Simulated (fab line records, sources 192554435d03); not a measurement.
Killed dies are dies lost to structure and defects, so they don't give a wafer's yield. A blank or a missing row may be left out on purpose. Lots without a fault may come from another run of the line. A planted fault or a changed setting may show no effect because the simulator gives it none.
Problem report in the 8D (eight disciplines) form, filled by code | flow n5_finfet | the parts of the form that need people (team, actions taken, sign-off) are left out

1. THE PROBLEM
raw_defect_count at N5_BEOL_M3_INSPECT_13 reads a mean of 1179 on 1 wafer of 1 lot; wafers without a fault read 461 with a standard deviation of 110. That is +6.5 standard deviations from the usual mean.
The step: inspects for defects (brightfield).
First seen on wafer L223.3, day 7 14:05, on defect_inspect-01. The record holds 29 wafers of 10 lots with a number at this step. Rule for "out", or "out of limits": more than 4 standard deviations from the usual mean. The other wafers with a number count as sound.

2. WHAT IT IS AND WHAT IT IS NOT
question                    | is                | is not
which readings at this step | raw_defect_count  | -
which lots                  | L223              | L222, L225, L233, L234, L235, L236, L240, L241, L242
which wafers of those lots  | L223.3            | L223.2, L223.6
read on which gauges        | defect_inspect-01 | defect_inspect-02
when                        | from day 7 14:05  | up to then (5 sound wafers); but 23 sound wafers of L225, L233, L234, L235, L236, L240, L241, L242 came after

3. SUSPECTS, AND WHAT RULES EACH OUT
Counting: a tool at a process step up to the reading stays a suspect if it ran every lot that is out. Sound lots after the first of them don't rule it out here, since some wafers of a struck lot are sound.
- the gauge at N5_BEOL_M3_INSPECT_13: ruled out. All the wafers that are out were read on defect_inspect-01, but those of them that N5_PASSIVATION_PROBE_49 has rows for are out there too, on other tools.
- pecvd-04 at N5_BEOL_M3_PECVD_72 (deposits SiO2 from TEOS/O2, target thk 16 nm, time 18 s): kept. It ran the lot that is out, L223 (day 7 13:01); its last sound lot up to then is L222 (day 7 03:52).
- Within pecvd-04 at N5_BEOL_M3_PECVD_72: the wafers that are out ran in chamber 0; their sound lot-mates ran in chamber 1.
Left after counting: pecvd-04 at N5_BEOL_M3_PECVD_72.

4. THE CAUSE (what the simulator had put in)
Chamber particle source: pecvd-04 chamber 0, from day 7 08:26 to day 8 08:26, at N5_BEOL_M3_PECVD_72. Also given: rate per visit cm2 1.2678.
Counting left only this tool.

5. THE CHAIN OF EFFECTS, in route order
Each row: a reading whose mean over the struck wafers that have a number lies more than 3 standard deviations from the usual. Only readings for which the record gives a usual standard deviation are gone through. hours: the time from each lot's start at the first step in this table that gives one to its start at this step, as a median over the lots. sigmas: the change in usual standard deviations.
hours | step                    | reading              | usual  | on struck wafers | change | sigmas
0     | N5_BEOL_M3_INSPECT_13   | raw_defect_count     | 461    | 1179             | +718   | +6.5
138   | N5_PASSIVATION_PROBE_49 | defect_limited_yield | 91.4 % | 86.1             | -5.3   | -3.5
138   | N5_PASSIVATION_PROBE_49 | killed_at_M0_to_M3   | 35     | 89               | +54    | +4.9
138   | N5_PASSIVATION_PROBE_49 | killed_dies          | 102    | 164              | +62    | +3.4
138   | N5_PASSIVATION_PROBE_49 | killed_on_rim        | 13     | 30               | +17    | +4.6
138   | N5_PASSIVATION_PROBE_49 | sort_bin_5_function  | 5.1 %  | 8.4              | +3.3   | +3.0
138   | N5_PASSIVATION_PROBE_49 | sort_n_pass          | 1078   | 1016             | -62    | -3.4
138   | N5_PASSIVATION_PROBE_49 | sort_yield_pct       | 91.4 % | 86.1             | -5.3   | -3.5
The process steps in it:
- N5_PASSIVATION_PROBE_49
Later measuring or inspecting steps at which every struck wafer that the step has a row for has a number for every such reading, and none has moved that far: N5_BEOL_M4_RC_MEAS_101.

6. WHAT WOULD HAVE CAUGHT IT SOONER
In this record the first reading out of limits at a measuring or inspecting step was taken at day 7 14:05, 6 hours after the fault began at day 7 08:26.
Of the tool readings at N5_BEOL_M3_PECVD_72 for which the record gives a usual standard deviation, none was out on any struck wafer, so an alarm limit of 4 standard deviations on them would not have fired.
All the lots that are out (1) had begun N5_BEOL_M3_PECVD_72 on pecvd-04 by day 7 14:05. A hold on the tool at that time would have spared none of them.
